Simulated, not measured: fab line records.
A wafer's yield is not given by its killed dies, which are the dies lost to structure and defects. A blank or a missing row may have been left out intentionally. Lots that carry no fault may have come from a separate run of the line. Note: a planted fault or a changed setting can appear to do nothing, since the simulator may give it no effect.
Matching of chambers -- flow n5 finfet -- N5_BEOL_M3_STRIP_19 on rie diel-06: 4 sister chambers
The step strips in O2. 4 wafers are shown with their chamber, then 12 later ones without.

== WAFERS PAIRED WITH THEIR CHAMBERS ==
wafer,chamber,drypump motor current A (A)
L090.3,1,6.5
L092.2,0,5.7
L092.3,2,5.6
L092.6,3,5.9

== WAFERS MISSING THEIR CHAMBER ==
wafer,drypump motor current A (A)
L093.1,5.7
L093.5,5.7
L093.6,6.5
L095.1,5.6
L095.4,5.9
L095.5,5.7
L096.3,6.5
L096.5,5.8
L096.6,6.5
L097.1,6.5
L097.4,5.9
L097.5,6.5

== WHICH CHAMBER EACH ONE RAN IN ==
wafer,from the rows above,in truth
L093.1,0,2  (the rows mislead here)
L093.5,0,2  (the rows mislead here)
L093.6,1,1
L095.1,2,2
L095.4,3,3
L095.5,0,0
L096.3,1,1
L096.5,can't be placed: 0 or 3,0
L096.6,1,1
L097.1,1,1
L097.4,3,3
L097.5,1,1
Correctly placed: 9 of 12. Cannot be placed on the basis of these rows: 1; the candidates contain the true chamber in 1. 2 placed wrongly.
How it was worked out, from the rows above alone: a wafer's distance from a chamber is the root of the sum, over the readings, of the square of ((its reading less the chamber's mean) divided by the reading's scatter). If the next closest chamber is less than 2 further off than the closest, the wafer can't be placed; otherwise it belongs to the closest. A chamber's mean is the mean of its shown wafers. The scatter: with one shown wafer a chamber, the root of the mean of the squares of how far each hidden wafer lies from its nearest shown one.
